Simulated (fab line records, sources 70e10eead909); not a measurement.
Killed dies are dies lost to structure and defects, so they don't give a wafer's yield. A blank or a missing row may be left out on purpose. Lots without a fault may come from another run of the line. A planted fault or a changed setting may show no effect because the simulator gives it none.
One fault seen from 2 desks | flow nand_harc | each desk has only its own numbers; what lay behind them comes last

THE METROLOGY DESK
What the gauges read, lot by lot, whatever tool the lot ran on: means of the sampled wafers that have a number. A lot is out of limits, marked OUT, if its mean lies more than 4 standard deviations from the usual mean; the brackets give that distance.
Columns: A = overlay_x_nm at NHARC_P_M0_OVL_MEAS_10, usual -0.1 nm; B = overlay_y_nm at NHARC_P_M0_OVL_MEAS_10, usual -0.2 nm; C = cd_nm at NHARC_P_M0_CD_MEAS_16, usual 89.8 nm; D = cd_nm at NHARC_P_M1_CD_MEAS_09, usual 130.0 nm
lot  | first seen here | A    | B    | C    | D
L649 | day 6 05:32     | -0.6 | -0.5 | 90.5 | 129.6
L651 | day 7 02:16     | 0.5  | 0.5  | 90.7 | 130.1
L652 | day 7 03:43     | 0.5  | -1.3 | 90.8 | 130.1
L653 | day 7 13:34     | 0.4  | 0.2  | 89.0 | 129.6
L654 | day 8 05:46     | 1.5  | -0.4 | 89.8 | 129.1
L655 | day 8 12:49     | 0.4  | 1.0  | 89.3 | 131.0
L656 | day 8 19:04     | -0.5 | -1.3 | 88.9 | 130.3
L658 | day 9 13:44     | 0.6  | 0.0  | 90.0 | 129.8
L659 | day 10 01:50    | 0.2  | -0.3 | 89.5 | 130.7
L661 | day 10 23:55    | -1.7 | -0.4 | 90.6 | 131.0
L664 | day 12 03:48    | 0.2  | -1.0 | 90.5 | 167.0 (+54) OUT
L663 | day 12 04:37    | 0.5  | 0.0  | 88.1 | 129.8
L665 | day 12 14:05    | -0.7 | -0.0 | 91.1 | 166.0 (+53) OUT
L667 | day 13 13:56    | 0.0  | -0.7 | 89.9 | 129.2
This desk's finding: out of limits on L664, L665; first on L664, day 12 07:53 (cd_nm at NHARC_P_M1_CD_MEAS_09). In limits: L649, L651, L652, L653, L654, L655, L656, L658, L659, L661, L663, L667.

THE TOOL OWNER'S DESK: litho_track-01
The tool's own readings at NHARC_P_M1_PEB_07 (peb time 65 s): means of the sampled wafers that have a number, for each lot that ran on this tool. A lot is out of limits, marked OUT, if its mean lies more than 4 standard deviations from the usual mean; the brackets give that distance.
Columns: A = heater_power_total_W at NHARC_P_M1_PEB_07, usual 156.6 W; B = plate_temp_C at NHARC_P_M1_PEB_07, usual 100.03 C
lot  | first seen here | A               | B
L651 | day 7 06:02     | 157.0           | 100.23
L655 | day 8 16:58     | 156.5           | 99.86
L656 | day 8 23:33     | 156.9           | 100.09
L658 | day 9 17:42     | 156.7           | 100.04
L659 | day 10 05:44    | 156.5           | 100.09
L661 | day 11 03:49    | 156.6           | 100.07
L664 | day 12 07:49    | 187.2 (+76) OUT | 114.10 (+99 or more) OUT
L665 | day 12 18:00    | 187.1 (+76) OUT | 114.02 (+99 or more) OUT
This desk's finding: out of limits on L664, L665; first on L664, day 12 07:49 (heater_power_total_W at NHARC_P_M1_PEB_07). In limits: L651, L655, L656, L658, L659, L661.

PUT TOGETHER
The tool owner's desk could have raised an alarm at day 12 07:49, on L664, L665.
The metrology desk could have raised an alarm at day 12 07:53, on L664, L665.
Of the lots named, all ran NHARC_P_M1_PEB_07 on litho_track-01.

WHAT THE SIMULATOR HAD PUT IN
Process parameter drift: litho_track-01, from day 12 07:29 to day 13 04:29, at NHARC_P_M1_PEB_07. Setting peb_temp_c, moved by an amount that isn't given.
Lots struck among those shown: L664, L665.
Hours from the fault's start to each desk's first reading out of limits: the tool owner's desk, 0; the metrology desk, 0.
